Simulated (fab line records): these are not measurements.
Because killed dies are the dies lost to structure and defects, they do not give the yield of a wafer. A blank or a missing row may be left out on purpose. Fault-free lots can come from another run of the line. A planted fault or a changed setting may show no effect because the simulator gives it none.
Which tool is to blame? || flow nand-harc || Sampling: 12 lots, 36 wafers, 6 of 1302 route steps

WHAT EACH GAUGE READ, for each wafer
NHARC_P_GATE_CD_MEAS_59: target cd 720 nm.
{"lot": "L830", "measured": "day 5 22:34", "on": "cd-sem-02", "cd-nm (nm)": "719.8 721.4 719.6"}
{"lot": "L831", "measured": "day 6 09:58", "on": "cd-sem-03", "cd-nm (nm)": "722.0 720.9 721.9"}
{"lot": "L834", "measured": "day 7 16:07", "on": "cd-sem-02", "cd-nm (nm)": "- - -"}
{"lot": "L842", "measured": "day 11 04:01", "on": "cd-sem-03", "cd-nm (nm)": "720.6 720.2 718.5"}
{"lot": "L844", "measured": "day 11 18:06", "on": "cd-sem-02", "cd-nm (nm)": "719.8 717.8 719.1"}
{"lot": "L843", "measured": "day 11 18:37", "on": "cd-sem-02", "cd-nm (nm)": "720.2 719.9 721.3"}
{"lot": "L845", "measured": "day 12 10:47", "on": "cd-sem-02", "cd-nm (nm)": "720.5 720.6 719.7"}
{"lot": "L846", "measured": "day 12 15:32", "on": "cd-sem-02", "cd-nm (nm)": "721.1 721.0 720.4"}
{"lot": "L848", "measured": "day 13 17:02", "on": "cd-sem-02", "cd-nm (nm)": "719.8 720.0 721.6"}
{"lot": "L850", "measured": "day 14 05:57", "on": "cd-sem-03", "cd-nm (nm)": "719.3 719.6 718.7"}
{"lot": "L851", "measured": "day 14 18:53", "on": "cd-sem-02", "cd-nm (nm)": "721.3 722.6 724.5"}
{"lot": "L852", "measured": "day 15 13:36", "on": "cd-sem-01", "cd-nm (nm)": "719.3 716.5 718.6"}

NHARC_END_SORT_01.
{"lot": "L834", "measured": "day 25 08:57", "on": "prober-01", "killed-at-array": "53 67 75", "killed-at-other": "1 0 0", "killed-at-periphery": "623 610 602", "killed-dies": "677 677 677", "killed-open": "4 6 2", "killed-short": "5 3 0"}

EACH LOT AND THE TOOL THAT RAN IT (in order: tool; ch and the chambers of the sampled wafers; start)
{"lot": "L830", "NHARC_P_GATE_STRIP_108": "rie-diel-05 ch 2,3, day 5 09:44", "NHARC_P_GATE_STRIP_111": "plasma-asher-01 ch 0,1, day 5 21:21", "NHARC_P_GATE_STRIP_75": "plasma-asher-01 ch 0,1, day 5 21:39", "NHARC_P_GATE_EXPOSE_56": "krf-scanner-01 ch 0, day 5 22:25"}
{"lot": "L831", "NHARC_P_GATE_STRIP_108": "rie-diel-13 ch 2,3, day 5 21:04", "NHARC_P_GATE_STRIP_111": "plasma-asher-01 ch 0,1, day 6 08:47", "NHARC_P_GATE_STRIP_75": "plasma-asher-01 ch 0,1, day 6 09:02", "NHARC_P_GATE_EXPOSE_56": "krf-scanner-03 ch 0, day 6 09:48"}
{"lot": "L834", "NHARC_P_GATE_STRIP_108": "rie-diel-13 ch 0,2,3, day 7 03:21", "NHARC_P_GATE_STRIP_111": "plasma-asher-01 ch 0,1, day 7 14:53", "NHARC_P_GATE_STRIP_75": "plasma-asher-01 ch 0,1, day 7 15:11", "NHARC_P_GATE_EXPOSE_56": "krf-scanner-01 ch 0, day 7 15:57"}
{"lot": "L842", "NHARC_P_GATE_STRIP_108": "rie-diel-13 ch 2,3, day 10 15:19", "NHARC_P_GATE_STRIP_111": "plasma-asher-01 ch 0,1, day 11 02:55", "NHARC_P_GATE_STRIP_75": "plasma-asher-01 ch 0,1, day 11 03:13", "NHARC_P_GATE_EXPOSE_56": "krf-scanner-01 ch 0, day 11 03:52"}
{"lot": "L844", "NHARC_P_GATE_STRIP_108": "rie-diel-02 ch 1,2,3, day 11 04:50", "NHARC_P_GATE_STRIP_111": "plasma-asher-01 ch 0,1, day 11 16:52", "NHARC_P_GATE_STRIP_75": "plasma-asher-01 ch 0,1, day 11 17:11", "NHARC_P_GATE_EXPOSE_56": "krf-scanner-02 ch 0, day 11 17:56"}
{"lot": "L843", "NHARC_P_GATE_STRIP_108": "rie-diel-02 ch 1,2, day 11 05:26", "NHARC_P_GATE_STRIP_111": "plasma-asher-01 ch 1, day 11 17:34", "NHARC_P_GATE_STRIP_75": "plasma-asher-01 ch 1, day 11 17:50", "NHARC_P_GATE_EXPOSE_56": "krf-scanner-02 ch 0, day 11 18:28"}
{"lot": "L845", "NHARC_P_GATE_STRIP_108": "rie-diel-02 ch 0,1, day 11 21:48", "NHARC_P_GATE_STRIP_111": "plasma-asher-02 ch 0,1, day 12 09:37", "NHARC_P_GATE_STRIP_75": "plasma-asher-02 ch 0,1, day 12 09:52", "NHARC_P_GATE_EXPOSE_56": "krf-scanner-01 ch 0, day 12 10:38"}
{"lot": "L846", "NHARC_P_GATE_STRIP_108": "rie-diel-02 ch 0,3, day 12 02:41", "NHARC_P_GATE_STRIP_111": "plasma-asher-01 ch 0,1, day 12 14:31", "NHARC_P_GATE_STRIP_75": "plasma-asher-01 ch 0,1, day 12 14:45", "NHARC_P_GATE_EXPOSE_56": "krf-scanner-01 ch 0, day 12 15:23"}
{"lot": "L848", "NHARC_P_GATE_STRIP_108": "rie-diel-05 ch 0,1,3, day 13 02:01", "NHARC_P_GATE_STRIP_111": "plasma-asher-02 ch 0,1, day 13 15:55", "NHARC_P_GATE_STRIP_75": "plasma-asher-02 ch 0,1, day 13 16:08", "NHARC_P_GATE_EXPOSE_56": "krf-scanner-01 ch 0, day 13 16:53"}
{"lot": "L850", "NHARC_P_GATE_STRIP_108": "rie-diel-02 ch 1,2, day 13 16:55", "NHARC_P_GATE_STRIP_111": "plasma-asher-01 ch 0,1, day 14 04:43", "NHARC_P_GATE_STRIP_75": "plasma-asher-01 ch 0,1, day 14 05:01", "NHARC_P_GATE_EXPOSE_56": "krf-scanner-01 ch 0, day 14 05:47"}
{"lot": "L851", "NHARC_P_GATE_STRIP_108": "rie-diel-13 ch 0,1,2, day 14 06:04", "NHARC_P_GATE_STRIP_111": "plasma-asher-02 ch 0,1, day 14 17:40", "NHARC_P_GATE_STRIP_75": "plasma-asher-02 ch 0,1, day 14 17:58", "NHARC_P_GATE_EXPOSE_56": "krf-scanner-02 ch 0, day 14 18:44"}
{"lot": "L852", "NHARC_P_GATE_STRIP_108": "rie-diel-02 ch 0,1, day 15 00:37", "NHARC_P_GATE_STRIP_111": "plasma-asher-02 ch 0,1, day 15 12:26", "NHARC_P_GATE_STRIP_75": "plasma-asher-02 ch 0,1, day 15 12:41", "NHARC_P_GATE_EXPOSE_56": "krf-scanner-01 ch 0, day 15 13:27"}
- NHARC_P_GATE_STRIP_108: strips in O2.
- NHARC_P_GATE_STRIP_111: strips in N2/H2, time 250 s.
- NHARC_P_GATE_STRIP_75: strips in O2.
- NHARC_P_GATE_EXPOSE_56: exposes mask P PSD, target cd 720 nm.

WHAT THE TOOLS THEMSELVES READ (means of the sampled wafers that have a number; where no wafer has one, the mark that the record gives instead)
NHARC_P_GATE_STRIP_108.
{"lot": "L830", "tool": "rie-diel-05", "drypump-motor-current-A (A)": 5.4, "mfc-ar-sccm (sccm)": 0.007, "oes-product-au (a.u.)": 0.998, "rf-vpp-V (V)": 57.0, "showerhead-plenum-p-Torr (Torr)": 3.32, "throttle-valve-pct (%)": 17.033}
{"lot": "L831", "tool": "rie-diel-13", "drypump-motor-current-A (A)": 5.8, "mfc-ar-sccm (sccm)": 0.017, "oes-product-au (a.u.)": 0.996, "rf-vpp-V (V)": 57.9, "showerhead-plenum-p-Torr (Torr)": 3.54, "throttle-valve-pct (%)": 17.035}
{"lot": "L834", "tool": "rie-diel-13", "drypump-motor-current-A (A)": 5.6, "mfc-ar-sccm (sccm)": 0.013, "oes-product-au (a.u.)": 0.997, "rf-vpp-V (V)": 57.7, "showerhead-plenum-p-Torr (Torr)": 3.49, "throttle-valve-pct (%)": 17.035}
{"lot": "L842", "tool": "rie-diel-13", "drypump-motor-current-A (A)": 5.8, "mfc-ar-sccm (sccm)": 0.009, "oes-product-au (a.u.)": 0.993, "rf-vpp-V (V)": 57.8, "showerhead-plenum-p-Torr (Torr)": 3.55, "throttle-valve-pct (%)": 17.036}
{"lot": "L844", "tool": "rie-diel-02", "drypump-motor-current-A (A)": 5.6, "mfc-ar-sccm (sccm)": 0.001, "oes-product-au (a.u.)": 1.000, "rf-vpp-V (V)": 58.0, "showerhead-plenum-p-Torr (Torr)": 3.55, "throttle-valve-pct (%)": 17.039}
{"lot": "L843", "tool": "rie-diel-02", "drypump-motor-current-A (A)": 5.4, "mfc-ar-sccm (sccm)": 0.001, "oes-product-au (a.u.)": 0.997, "rf-vpp-V (V)": 57.8, "showerhead-plenum-p-Torr (Torr)": 3.51, "throttle-valve-pct (%)": 17.028}
{"lot": "L845", "tool": "rie-diel-02", "drypump-motor-current-A (A)": 5.4, "mfc-ar-sccm (sccm)": 0.000, "oes-product-au (a.u.)": 0.998, "rf-vpp-V (V)": 57.9, "showerhead-plenum-p-Torr (Torr)": 3.58, "throttle-valve-pct (%)": 17.036}
{"lot": "L846", "tool": "rie-diel-02", "drypump-motor-current-A (A)": 5.8, "mfc-ar-sccm (sccm)": 0.000, "oes-product-au (a.u.)": 1.003, "rf-vpp-V (V)": 58.4, "showerhead-plenum-p-Torr (Torr)": 3.64, "throttle-valve-pct (%)": 17.044}
{"lot": "L848", "tool": "rie-diel-05", "drypump-motor-current-A (A)": 5.5, "mfc-ar-sccm (sccm)": 0.009, "oes-product-au (a.u.)": 0.994, "rf-vpp-V (V)": 57.2, "showerhead-plenum-p-Torr (Torr)": 3.56, "throttle-valve-pct (%)": 17.035}
{"lot": "L850", "tool": "rie-diel-02", "drypump-motor-current-A (A)": 5.4, "mfc-ar-sccm (sccm)": 0.001, "oes-product-au (a.u.)": 0.998, "rf-vpp-V (V)": 58.2, "showerhead-plenum-p-Torr (Torr)": 3.50, "throttle-valve-pct (%)": 17.033}
{"lot": "L851", "tool": "rie-diel-13", "drypump-motor-current-A (A)": 5.5, "mfc-ar-sccm (sccm)": 0.005, "oes-product-au (a.u.)": 0.995, "rf-vpp-V (V)": 57.4, "showerhead-plenum-p-Torr (Torr)": 3.42, "throttle-valve-pct (%)": 17.037}
{"lot": "L852", "tool": "rie-diel-02", "drypump-motor-current-A (A)": 5.5, "mfc-ar-sccm (sccm)": 0.000, "oes-product-au (a.u.)": 0.989, "rf-vpp-V (V)": 57.8, "showerhead-plenum-p-Torr (Torr)": 3.59, "throttle-valve-pct (%)": 17.034}

NHARC_P_GATE_STRIP_111.
{"lot": "L830", "tool": "plasma-asher-01", "drypump-motor-current-A (A)": 5.62, "heater-power-w (W)": 86}
{"lot": "L831", "tool": "plasma-asher-01", "drypump-motor-current-A (A)": 5.48, "heater-power-w (W)": 83}
{"lot": "L834", "tool": "plasma-asher-01", "drypump-motor-current-A (A)": 5.62, "heater-power-w (W)": 86}
{"lot": "L842", "tool": "plasma-asher-01", "drypump-motor-current-A (A)": 5.49, "heater-power-w (W)": 87}
{"lot": "L844", "tool": "plasma-asher-01", "drypump-motor-current-A (A)": 5.49, "heater-power-w (W)": 86}
{"lot": "L843", "tool": "plasma-asher-01", "drypump-motor-current-A (A)": 5.74, "heater-power-w (W)": 94}
{"lot": "L845", "tool": "plasma-asher-02", "drypump-motor-current-A (A)": 5.38, "heater-power-w (W)": 80}
{"lot": "L846", "tool": "plasma-asher-01", "drypump-motor-current-A (A)": 5.61, "heater-power-w (W)": 89}
{"lot": "L848", "tool": "plasma-asher-02", "drypump-motor-current-A (A)": 5.19, "heater-power-w (W)": 82}
{"lot": "L850", "tool": "plasma-asher-01", "drypump-motor-current-A (A)": 5.50, "heater-power-w (W)": 86}
{"lot": "L851", "tool": "plasma-asher-02", "drypump-motor-current-A (A)": 5.41, "heater-power-w (W)": 79}
{"lot": "L852", "tool": "plasma-asher-02", "drypump-motor-current-A (A)": 5.17, "heater-power-w (W)": 82}

NHARC_P_GATE_STRIP_75.
{"lot": "L830", "tool": "plasma-asher-01", "drypump-motor-current-A (A)": 5.60, "heater-power-w (W)": 321}
{"lot": "L831", "tool": "plasma-asher-01", "drypump-motor-current-A (A)": 5.49, "heater-power-w (W)": 307}
{"lot": "L834", "tool": "plasma-asher-01", "drypump-motor-current-A (A)": 5.62, "heater-power-w (W)": 322}
{"lot": "L842", "tool": "plasma-asher-01", "drypump-motor-current-A (A)": 5.50, "heater-power-w (W)": 324}
{"lot": "L844", "tool": "plasma-asher-01", "drypump-motor-current-A (A)": 5.47, "heater-power-w (W)": 319}
{"lot": "L843", "tool": "plasma-asher-01", "drypump-motor-current-A (A)": 5.73, "heater-power-w (W)": 357}
{"lot": "L845", "tool": "plasma-asher-02", "drypump-motor-current-A (A)": 5.39, "heater-power-w (W)": 298}
{"lot": "L846", "tool": "plasma-asher-01", "drypump-motor-current-A (A)": 5.61, "heater-power-w (W)": 331}
{"lot": "L848", "tool": "plasma-asher-02", "drypump-motor-current-A (A)": 5.18, "heater-power-w (W)": 303}
{"lot": "L850", "tool": "plasma-asher-01", "drypump-motor-current-A (A)": 5.49, "heater-power-w (W)": 321}
{"lot": "L851", "tool": "plasma-asher-02", "drypump-motor-current-A (A)": 5.39, "heater-power-w (W)": 298}
{"lot": "L852", "tool": "plasma-asher-02", "drypump-motor-current-A (A)": 5.16, "heater-power-w (W)": 312}

THE ANSWER, worked out from the rows above alone
Rule: the usual values come from the lots themselves. The widest of any qualifying gaps counts: lots, ordered by their means at a reading, are off when they make up no more than a third of the lots, leave a main group of 4 or more, and stand apart from it by 3 or more times the standard deviation of that group's means. A main group whose means are all the same, to the digits that the tables above print for the reading, isn't used. Also off: a lot with no number at a reading for which 4 or more lots have one. Any other lot the step has rows for is counted as sound. The gauges are gone through in route order, then the tools' own readings, and for those a lot's mean is taken as printed above. The first step at which some lot is off is used, and at that step the reading that is off furthest; a lot without a number counts as furthest.
Off, at NHARC_P_GATE_CD_MEAS_59 on cd-nm: L834. Without a number there: L834. The main group: mean 720.2 nm, standard deviation 1.2.
A tool fits if, at a process step before that reading, it ran every lot that is off, and no sound lot after the first of them. Those tools and the gauges at NHARC_P_GATE_CD_MEAS_59 are tried in the same way. No candidate that was tried fits.

WHAT WAS PUT IN BY THE SIMULATOR
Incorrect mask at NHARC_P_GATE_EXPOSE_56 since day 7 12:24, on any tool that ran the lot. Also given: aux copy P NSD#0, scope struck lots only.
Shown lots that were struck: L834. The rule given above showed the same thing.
